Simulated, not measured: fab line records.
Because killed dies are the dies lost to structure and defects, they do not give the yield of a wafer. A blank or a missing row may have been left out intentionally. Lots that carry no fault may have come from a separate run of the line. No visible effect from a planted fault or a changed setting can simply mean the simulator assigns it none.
The tool behind it: which one? / flow n5 finfet / 10 lots with 28 wafers sampled at 5 steps, on a route of 1938 steps

== WHAT THE GAUGES READ, wafer by wafer ==
Not one reading of a measure or inspect step in the record can be checked against a usual standard deviation.

== WHICH TOOL RAN EACH LOT (tool, then ch and the chambers of the sampled wafers, then the start) ==
lot=L128; N5_BEOL_M5_ETCH_61=rie diel-04 ch 1,2,3, day 8 03:20; N5_BEOL_M5_HM_OPEN_17=rie metal-02 ch 1, day 8 03:32; N5_BEOL_M5_STRIP_19=rie diel-03 ch 0,2,3, day 8 04:02; N5_BEOL_M5_ETCH_75=rie diel-03 ch 0,1,2, day 8 04:35; N5_PASSIVATION_PROBE_49=prober-01, day 12 09:32
lot=L131; N5_BEOL_M5_ETCH_61=rie diel-04 ch 0,1,2, day 8 23:01; N5_BEOL_M5_HM_OPEN_17=rie metal-03 ch 0,1, day 8 23:13; N5_BEOL_M5_STRIP_19=rie diel-03 ch 1,2,3, day 8 23:32; N5_BEOL_M5_ETCH_75=rie diel-04 ch 0,2,3, day 9 00:23; N5_PASSIVATION_PROBE_49=prober-01, day 13 10:52
lot=L130; N5_BEOL_M5_ETCH_61=rie diel-03 ch 1,2, day 9 01:55; N5_BEOL_M5_HM_OPEN_17=rie metal-03 ch 0,1, day 9 02:08; N5_BEOL_M5_STRIP_19=rie diel-03 ch 2,3, day 9 02:14; N5_BEOL_M5_ETCH_75=rie diel-03 ch 1,2, day 9 02:53; N5_PASSIVATION_PROBE_49=prober-02, day 13 18:08
lot=L135; N5_BEOL_M5_ETCH_61=rie diel-03 ch 0,1,2, day 10 04:25; N5_BEOL_M5_HM_OPEN_17=rie metal-01 ch 0,1, day 10 04:37; N5_BEOL_M5_STRIP_19=rie diel-04 ch 1,2,3, day 10 04:44; N5_BEOL_M5_ETCH_75=rie diel-03 ch 0,2,3, day 10 05:19; N5_PASSIVATION_PROBE_49=-
lot=L137; N5_BEOL_M5_ETCH_61=rie diel-04 ch 0,1,3, day 10 10:25; N5_BEOL_M5_HM_OPEN_17=rie metal-02 ch 0,1, day 10 10:37; N5_BEOL_M5_STRIP_19=rie diel-04 ch 0,3, day 10 10:52; N5_BEOL_M5_ETCH_75=rie diel-03 ch 0,1,3, day 10 14:01; N5_PASSIVATION_PROBE_49=-
lot=L138; N5_BEOL_M5_ETCH_61=rie diel-03 ch 0,2, day 10 12:33; N5_BEOL_M5_HM_OPEN_17=rie metal-03 ch 0, day 10 12:45; N5_BEOL_M5_STRIP_19=rie diel-03 ch 2, day 10 12:55; N5_BEOL_M5_ETCH_75=rie diel-03 ch 2, day 10 14:25; N5_PASSIVATION_PROBE_49=prober-02, day 14 23:40
lot=L147; N5_BEOL_M5_ETCH_61=rie diel-05 ch 0,1, day 13 05:05; N5_BEOL_M5_HM_OPEN_17=rie metal-01 ch 0,1, day 13 05:20; N5_BEOL_M5_STRIP_19=rie diel-04 ch 0,3, day 13 05:24; N5_BEOL_M5_ETCH_75=rie diel-04 ch 0,1, day 13 06:43; N5_PASSIVATION_PROBE_49=prober-01, day 17 06:38
lot=L148; N5_BEOL_M5_ETCH_61=rie diel-03 ch 0,2,3, day 13 19:30; N5_BEOL_M5_HM_OPEN_17=rie metal-01 ch 0,1, day 13 19:42; N5_BEOL_M5_STRIP_19=rie diel-04 ch 0,1,2, day 13 19:49; N5_BEOL_M5_ETCH_75=rie diel-03 ch 1,2,3, day 13 22:02; N5_PASSIVATION_PROBE_49=prober-01, day 17 23:21
lot=L150; N5_BEOL_M5_ETCH_61=rie diel-04 ch 1,3, day 13 22:58; N5_BEOL_M5_HM_OPEN_17=rie metal-03 ch 0,1, day 13 23:11; N5_BEOL_M5_STRIP_19=rie diel-03 ch 1,2,3, day 13 23:19; N5_BEOL_M5_ETCH_75=rie diel-05 ch 1,2, day 14 01:43; N5_PASSIVATION_PROBE_49=-
lot=L151; N5_BEOL_M5_ETCH_61=rie diel-05 ch 1,3, day 14 03:08; N5_BEOL_M5_HM_OPEN_17=rie metal-01 ch 0,1, day 14 03:20; N5_BEOL_M5_STRIP_19=rie diel-03 ch 0,1,3, day 14 03:28; N5_BEOL_M5_ETCH_75=rie diel-03 ch 1,3, day 14 04:02; N5_PASSIVATION_PROBE_49=-
- N5_BEOL_M5_ETCH_61: etches SiARC in CF4, target depth 15.6 nm, time 26 s.
- N5_BEOL_M5_HM_OPEN_17: chemistry Cl2/BCl3, target TiN, target depth 20 nm, overetch 6 nm.
- N5_BEOL_M5_STRIP_19: strips in O2.
- N5_BEOL_M5_ETCH_75: etches underlayer in N2/H2, target depth 6.5 nm, time 5.2 s.
- N5_PASSIVATION_PROBE_49

== AS READ BY THE TOOLS THEMSELVES (means over the sampled wafers that have a number; for cases with no such wafer, the mark the record gives instead) ==
N5_BEOL_M5_ETCH_61. Usual: drypump motor current A 5.6 A, standard deviation 0.45; etch rf on time s 25.9 s, standard deviation 0.61; oes product au 0.69 a.u., standard deviation 0.074; rf vpp V 184.0 V, standard deviation 1.2; showerhead plenum p Torr 2.14 Torr, standard deviation 0.082; throttle valve pct 15.55 %, standard deviation 0.25.
lot=L128; tool=rie diel-04; drypump motor current A (A)=5.1; etch rf on time s (s)=26.0; oes product au (a.u.)=0.65; rf vpp V (V)=184.2; showerhead plenum p Torr (Torr)=2.14; throttle valve pct (%)=15.48; flag=
lot=L131; tool=rie diel-04; drypump motor current A (A)=5.4; etch rf on time s (s)=25.7; oes product au (a.u.)=0.65; rf vpp V (V)=183.8; showerhead plenum p Torr (Torr)=2.07; throttle valve pct (%)=15.67; flag=
lot=L130; tool=rie diel-03; drypump motor current A (A)=5.6; etch rf on time s (s)=26.5; oes product au (a.u.)=0.67; rf vpp V (V)=183.8; showerhead plenum p Torr (Torr)=2.09; throttle valve pct (%)=15.57; flag=
lot=L135; tool=rie diel-03; drypump motor current A (A)=5.6; etch rf on time s (s)=26.0; oes product au (a.u.)=0.67; rf vpp V (V)=184.3; showerhead plenum p Torr (Torr)=2.14; throttle valve pct (%)=15.70; flag=
lot=L137; tool=rie diel-04; drypump motor current A (A)=5.6; etch rf on time s (s)=25.5; oes product au (a.u.)=0.67; rf vpp V (V)=184.0; showerhead plenum p Torr (Torr)=2.15; throttle valve pct (%)=15.52; flag=
lot=L138; tool=rie diel-03; drypump motor current A (A)=5.9; etch rf on time s (s)=26.7; oes product au (a.u.)=0.60; rf vpp V (V)=184.4; showerhead plenum p Torr (Torr)=2.12; throttle valve pct (%)=15.87; flag=
lot=L147; tool=rie diel-05; drypump motor current A (A)=5.8; etch rf on time s (s)=26.3; oes product au (a.u.)=0.68; rf vpp V (V)=183.2; showerhead plenum p Torr (Torr)=2.06; throttle valve pct (%)=15.32; flag=
lot=L148; tool=rie diel-03; drypump motor current A (A)=5.9; etch rf on time s (s)=26.3; oes product au (a.u.)=0.72; rf vpp V (V)=185.4; showerhead plenum p Torr (Torr)=2.22; throttle valve pct (%)=15.62; flag=
lot=L150; tool=rie diel-04; drypump motor current A (A)=5.3; etch rf on time s (s)=26.1; oes product au (a.u.)=0.71; rf vpp V (V)=183.9; showerhead plenum p Torr (Torr)=2.21; throttle valve pct (%)=15.25; flag=
lot=L151; tool=rie diel-05; drypump motor current A (A)=5.4; etch rf on time s (s)=25.7; oes product au (a.u.)=0.65; rf vpp V (V)=183.9; showerhead plenum p Torr (Torr)=2.10; throttle valve pct (%)=15.61; flag=

N5_BEOL_M5_HM_OPEN_17. Usual: drypump motor current A 5.81 A, standard deviation 0.17; oes product au 0.66 a.u., standard deviation 0.039; throttle valve pct 22.1 %, standard deviation 0.3.
lot=L128; tool=rie metal-02; drypump motor current A (A)=5.44; oes product au (a.u.)=0.66; throttle valve pct (%)=22.0; flag=
lot=L131; tool=rie metal-03; drypump motor current A (A)=6.03; oes product au (a.u.)=0.67; throttle valve pct (%)=22.1; flag=
lot=L130; tool=rie metal-03; drypump motor current A (A)=6.04; oes product au (a.u.)=0.73; throttle valve pct (%)=22.3; flag=
lot=L135; tool=rie metal-01; drypump motor current A (A)=5.82; oes product au (a.u.)=0.66; throttle valve pct (%)=22.3; flag=
lot=L137; tool=rie metal-02; drypump motor current A (A)=5.58; oes product au (a.u.)=0.65; throttle valve pct (%)=22.0; flag=
lot=L138; tool=rie metal-03; drypump motor current A (A)=6.03; oes product au (a.u.)=0.62; throttle valve pct (%)=21.9; flag=
lot=L147; tool=rie metal-01; drypump motor current A (A)=5.85; oes product au (a.u.)=0.65; throttle valve pct (%)=22.1; flag=
lot=L148; tool=rie metal-01; drypump motor current A (A)=5.80; oes product au (a.u.)=0.64; throttle valve pct (%)=22.3; flag=
lot=L150; tool=rie metal-03; drypump motor current A (A)=6.04; oes product au (a.u.)=0.70; throttle valve pct (%)=22.3; flag=
lot=L151; tool=rie metal-01; drypump motor current A (A)=5.80; oes product au (a.u.)=0.64; throttle valve pct (%)=22.3; flag=

N5_BEOL_M5_STRIP_19. Usual: drypump motor current A 5.6 A, standard deviation 0.43; oes product au 0.81 a.u., standard deviation 0.095; rf vpp V 3.6 V, standard deviation 0.46; showerhead plenum p Torr 2.11 Torr, standard deviation 0.081; throttle valve pct 16.68 %, standard deviation 0.29.
lot=L128; tool=rie diel-03; drypump motor current A (A)=5.9; oes product au (a.u.)=0.78; rf vpp V (V)=3.4; showerhead plenum p Torr (Torr)=2.11; throttle valve pct (%)=16.79; flag=
lot=L131; tool=rie diel-03; drypump motor current A (A)=5.6; oes product au (a.u.)=0.85; rf vpp V (V)=3.5; showerhead plenum p Torr (Torr)=2.09; throttle valve pct (%)=16.57; flag=
lot=L130; tool=rie diel-03; drypump motor current A (A)=5.9; oes product au (a.u.)=0.77; rf vpp V (V)=2.8; showerhead plenum p Torr (Torr)=2.04; throttle valve pct (%)=16.63; flag=
lot=L135; tool=rie diel-04; drypump motor current A (A)=5.1; oes product au (a.u.)=0.75; rf vpp V (V)=3.7; showerhead plenum p Torr (Torr)=2.09; throttle valve pct (%)=16.54; flag=
lot=L137; tool=rie diel-04; drypump motor current A (A)=6.0; oes product au (a.u.)=0.83; rf vpp V (V)=3.5; showerhead plenum p Torr (Torr)=2.10; throttle valve pct (%)=16.57; flag=
lot=L138; tool=rie diel-03; drypump motor current A (A)=6.0; oes product au (a.u.)=0.70; rf vpp V (V)=3.5; showerhead plenum p Torr (Torr)=1.99; throttle valve pct (%)=16.74; flag=
lot=L147; tool=rie diel-04; drypump motor current A (A)=5.8; oes product au (a.u.)=0.81; rf vpp V (V)=4.2; showerhead plenum p Torr (Torr)=2.12; throttle valve pct (%)=16.52; flag=
lot=L148; tool=rie diel-04; drypump motor current A (A)=5.4; oes product au (a.u.)=0.81; rf vpp V (V)=4.0; showerhead plenum p Torr (Torr)=2.01; throttle valve pct (%)=16.60; flag=
lot=L150; tool=rie diel-03; drypump motor current A (A)=5.6; oes product au (a.u.)=0.91; rf vpp V (V)=3.4; showerhead plenum p Torr (Torr)=2.17; throttle valve pct (%)=16.48; flag=
lot=L151; tool=rie diel-03; drypump motor current A (A)=5.5; oes product au (a.u.)=0.80; rf vpp V (V)=3.3; showerhead plenum p Torr (Torr)=2.15; throttle valve pct (%)=16.81; flag=

N5_BEOL_M5_ETCH_75. Usual: value, then standard deviation, for each; drypump motor current A 5.6 A / 0.39; etch rf on time s 5.19 s / 0.13; h2 flow sccm 199.9 sccm / 0.61; oes product au 0.68 a.u. / 0.08; rf vpp V 523.9 V / 2.6; showerhead plenum p Torr 2.54 Torr / 0.088; throttle valve pct 17.85 % / 0.28.
lot=L128; tool=rie diel-03; drypump motor current A (A)=5.6; etch rf on time s (s)=5.19; h2 flow sccm (sccm)=200.1; oes product au (a.u.)=0.69; rf vpp V (V)=524.2; showerhead plenum p Torr (Torr)=2.56; throttle valve pct (%)=18.03; flag=
lot=L131; tool=rie diel-04; drypump motor current A (A)=5.6; etch rf on time s (s)=5.15; h2 flow sccm (sccm)=200.1; oes product au (a.u.)=0.70; rf vpp V (V)=523.4; showerhead plenum p Torr (Torr)=2.54; throttle valve pct (%)=17.83; flag=
lot=L130; tool=rie diel-03; drypump motor current A (A)=5.6; etch rf on time s (s)=5.23; h2 flow sccm (sccm)=199.9; oes product au (a.u.)=0.67; rf vpp V (V)=522.0; showerhead plenum p Torr (Torr)=2.48; throttle valve pct (%)=17.90; flag=
lot=L135; tool=rie diel-03; drypump motor current A (A)=5.9; etch rf on time s (s)=4.76; h2 flow sccm (sccm)=199.7; oes product au (a.u.)=0.71; rf vpp V (V)=523.2; showerhead plenum p Torr (Torr)=2.54; throttle valve pct (%)=17.91; flag=OFF
lot=L137; tool=rie diel-03; drypump motor current A (A)=5.5; etch rf on time s (s)=4.67; h2 flow sccm (sccm)=199.4; oes product au (a.u.)=0.76; rf vpp V (V)=527.0; showerhead plenum p Torr (Torr)=2.61; throttle valve pct (%)=17.92; flag=OFF
lot=L138; tool=rie diel-03; drypump motor current A (A)=6.0; etch rf on time s (s)=4.53; h2 flow sccm (sccm)=199.5; oes product au (a.u.)=0.65; rf vpp V (V)=520.1; showerhead plenum p Torr (Torr)=2.41; throttle valve pct (%)=17.91; flag=OFF
lot=L147; tool=rie diel-04; drypump motor current A (A)=5.7; etch rf on time s (s)=5.09; h2 flow sccm (sccm)=200.6; oes product au (a.u.)=0.73; rf vpp V (V)=522.9; showerhead plenum p Torr (Torr)=2.48; throttle valve pct (%)=17.80; flag=
lot=L148; tool=rie diel-03; drypump motor current A (A)=5.6; etch rf on time s (s)=5.18; h2 flow sccm (sccm)=199.5; oes product au (a.u.)=0.77; rf vpp V (V)=527.0; showerhead plenum p Torr (Torr)=2.63; throttle valve pct (%)=17.69; flag=
lot=L150; tool=rie diel-05; drypump motor current A (A)=5.7; etch rf on time s (s)=5.16; h2 flow sccm (sccm)=200.2; oes product au (a.u.)=0.62; rf vpp V (V)=523.0; showerhead plenum p Torr (Torr)=2.49; throttle valve pct (%)=17.95; flag=
lot=L151; tool=rie diel-03; drypump motor current A (A)=5.5; etch rf on time s (s)=5.07; h2 flow sccm (sccm)=199.2; oes product au (a.u.)=0.73; rf vpp V (V)=524.9; showerhead plenum p Torr (Torr)=2.56; throttle valve pct (%)=17.69; flag=

N5_PASSIVATION_PROBE_49. Usual: defect limited yield 91.2 %, standard deviation 1.3; killed_at_M0_to_M3 34, standard deviation 10; killed_at_M4_up 13, standard deviation 4.6; killed at contacts 13, standard deviation 5.5; killed at front end 41, standard deviation 12; killed at other 2.8, standard deviation 2.4; killed dies 104, standard deviation 16; killed open 67, standard deviation 12; killed short 33, standard deviation 7.2; sort_bin_4_leakage 0.00 %, standard deviation 0.012; sort_bin_5_function 5.1 %, standard deviation 0.86; sort_bin_6_memory 3.3 %, standard deviation 0.62; sort n pass 1076, standard deviation 16; sort yield pct 91.2 %, standard deviation 1.3.
lot=L128; tool=prober-01; defect limited yield (%)=90.8; killed_at_M0_to_M3=32; killed_at_M4_up=14; killed at contacts=17; killed at front end=41; killed at other=4.0; killed dies=108; killed open=76; killed short=31; sort_bin_4_leakage (%)=0.00; sort_bin_5_function (%)=5.4; sort_bin_6_memory (%)=3.6; sort n pass=1072; sort yield pct (%)=90.8; flag=
lot=L131; tool=prober-01; defect limited yield (%)=91.0; killed_at_M0_to_M3=24; killed_at_M4_up=18; killed at contacts=15; killed at front end=45; killed at other=5.0; killed dies=106; killed open=72; killed short=32; sort_bin_4_leakage (%)=0.00; sort_bin_5_function (%)=5.5; sort_bin_6_memory (%)=3.2; sort n pass=1074; sort yield pct (%)=91.0; flag=
lot=L130; tool=prober-02; defect limited yield (%)=90.6; killed_at_M0_to_M3=38; killed_at_M4_up=15; killed at contacts=13; killed at front end=44; killed at other=1.7; killed dies=111; killed open=74; killed short=34; sort_bin_4_leakage (%)=0.00; sort_bin_5_function (%)=5.4; sort_bin_6_memory (%)=3.4; sort n pass=1069; sort yield pct (%)=90.6; flag=
lot=L138; tool=prober-02; defect limited yield (%)=89.2; killed_at_M0_to_M3=38; killed_at_M4_up=19; killed at contacts=16; killed at front end=52; killed at other=2.0; killed dies=127; killed open=92; killed short=29; sort_bin_4_leakage (%)=0.00; sort_bin_5_function (%)=6.4; sort_bin_6_memory (%)=4.0; sort n pass=1053; sort yield pct (%)=89.2; flag=
lot=L147; tool=prober-01; defect limited yield (%)=91.3; killed_at_M0_to_M3=36; killed_at_M4_up=10; killed at contacts=10; killed at front end=44; killed at other=2.5; killed dies=102; killed open=66; killed short=30; sort_bin_4_leakage (%)=0.00; sort_bin_5_function (%)=5.3; sort_bin_6_memory (%)=2.9; sort n pass=1078; sort yield pct (%)=91.3; flag=
lot=L148; tool=prober-01; defect limited yield (%)=93.2; killed_at_M0_to_M3=31; killed_at_M4_up=10; killed at contacts=15; killed at front end=23; killed at other=1.0; killed dies=80; killed open=52; killed short=22; sort_bin_4_leakage (%)=0.00; sort_bin_5_function (%)=3.9; sort_bin_6_memory (%)=2.6; sort n pass=1100; sort yield pct (%)=93.2; flag=

== THE ANSWER, worked out from the rows above alone ==
Rule: a lot counts as off when the mean over its wafers that have a number is more than 3 standard deviations away from the usual mean. Also off: a lot with no number at a reading for which 4 or more lots have one. The other lots that the step has rows for count as sound. Order of review: gauges by route order, followed by the tools' own readings, for which a lot's mean as printed above is used. The first step at which some lot is off is used, and at that step the reading that is off furthest; a lot without a number counts as furthest.
Off: L135, L137, L138 (N5_BEOL_M5_ETCH_75, etch rf on time s).
If a tool, at that step or one of the process steps before it, ran each lot that is off and ran no sound lot following the first of them, it fits. None of those tried fits.

== WHAT THE SIMULATOR HAD INSERTED ==
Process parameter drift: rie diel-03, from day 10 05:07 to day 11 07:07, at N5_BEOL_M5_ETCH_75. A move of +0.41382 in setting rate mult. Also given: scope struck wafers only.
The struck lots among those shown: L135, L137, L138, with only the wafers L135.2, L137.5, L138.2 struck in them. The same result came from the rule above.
